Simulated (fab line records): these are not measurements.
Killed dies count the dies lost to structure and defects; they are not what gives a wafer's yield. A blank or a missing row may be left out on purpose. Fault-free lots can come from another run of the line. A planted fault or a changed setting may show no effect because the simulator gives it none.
2 desks, one fault :: flow n5Finfet :: numbers are kept per desk, each desk with only its own; the story behind them comes last

FROM THE METROLOGY DESK
What the gauges read, lot by lot, whatever tool the lot ran on: means of the sampled wafers that have a number. The brackets show how far a lot's mean lies from the usual mean; more than 4 standard deviations puts the lot out of limits, marked OUT. Only the readings that lie furthest out on some lot appear, 7 of the 13 it has.
Columns: A = RS_SD_N at N5_SD_ACTIVATION_RS_MEAS_03, usual 21.96 ohm/sq; B = IOFF_P at N5_BEOL_M4_RC_MEAS_101, usual 0.21 nA/um; C = ION_N at N5_BEOL_M4_RC_MEAS_101, usual 672 uA/um; D = ION_P at N5_BEOL_M4_RC_MEAS_101, usual 462 uA/um; E = RS_SD_N at N5_BEOL_M4_RC_MEAS_101, usual 28.5 ohm/sq; F = VT_N at N5_BEOL_M4_RC_MEAS_101, usual 250 mV; G = VT_P at N5_BEOL_M4_RC_MEAS_101, usual -250 mV
lot: L376
first seen here: day 3 19:19
A: 21.99
B: 0.22
C: 659
D: 466
E: 28.5
F: 253
G: -249

lot: L377
first seen here: day 4 01:29
A: 22.07
B: 0.14
C: 647
D: 444
E: 28.4
F: 257
G: -258

lot: L379
first seen here: day 4 11:13
A: 21.87
B: 0.21
C: 664
D: 460
E: 28.3
F: 252
G: -250

lot: L380
first seen here: day 4 17:00
A: 22.77
B: 0.17
C: 662
D: 455
E: 29.7
F: 254
G: -254

lot: L383
first seen here: day 5 11:04
A: 22.84
B: 0.23
C: 686
D: 459
E: 29.5
F: 246
G: -252

lot: L388
first seen here: day 6 17:43
A: 21.84
B: 0.22
C: 670
D: 465
E: 28.3
F: 250
G: -246

lot: L393
first seen here: day 7 22:52
A: 21.67
B: 0.20
C: 680
D: 466
E: 28.2
F: 252
G: -253

lot: L394
first seen here: day 8 04:07
A: 21.85
B: 0.17
C: 669
D: 460
E: 28.1
F: 252
G: -253
This desk found nothing out of limits on any of the 8 lots.

TOOL OWNER'S DESK, epiRpcvd-02
The tool's own readings at N5_SD_EPI_N_EPI_21 (deposits Si:P, time 690 s): means of the sampled wafers that have a number, for each lot that ran on this tool. The brackets show how far a lot's mean lies from the usual mean; more than 4 standard deviations puts the lot out of limits, marked OUT.
Columns: A = susceptorTempC at N5_SD_EPI_N_EPI_21, usual 680.0 C; B = susceptor_temp_C_max at N5_SD_EPI_N_EPI_21, usual 681.8
lot: L376
first seen here: day 3 12:22
A: 680.1
B: 681.1

lot: L377
first seen here: day 3 18:21
A: 679.9
B: 681.1

lot: L380
first seen here: day 4 08:31
A: 677.1 (-8.2) OUT
B: 678.2

lot: L383
first seen here: day 5 04:13
A: 677.0 (-8.5) OUT
B: 678.1
This desk's verdict: out of limits on L380, L383, starting with L380 at day 4 08:31 (susceptorTempC at N5_SD_EPI_N_EPI_21). L376, L377 stayed within limits.

TAKEN TOGETHER
An alarm could have come from the tool owner's desk at day 4 08:31, on L380, L383.
The metrology desk saw nothing out of limits.
The metrology desk holds a record of L380, L383, inside its limits.
Every lot named ran N5_SD_EPI_N_EPI_21 on epiRpcvd-02.

WHAT THE SIMULATOR HAD INSERTED
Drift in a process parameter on epiRpcvd-02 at N5_SD_EPI_N_EPI_21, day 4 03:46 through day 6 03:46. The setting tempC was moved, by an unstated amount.
Lots struck among those shown: L380, L383.
Each desk's first reading out of limits, in hours after the fault started: the tool owner's desk, 5.
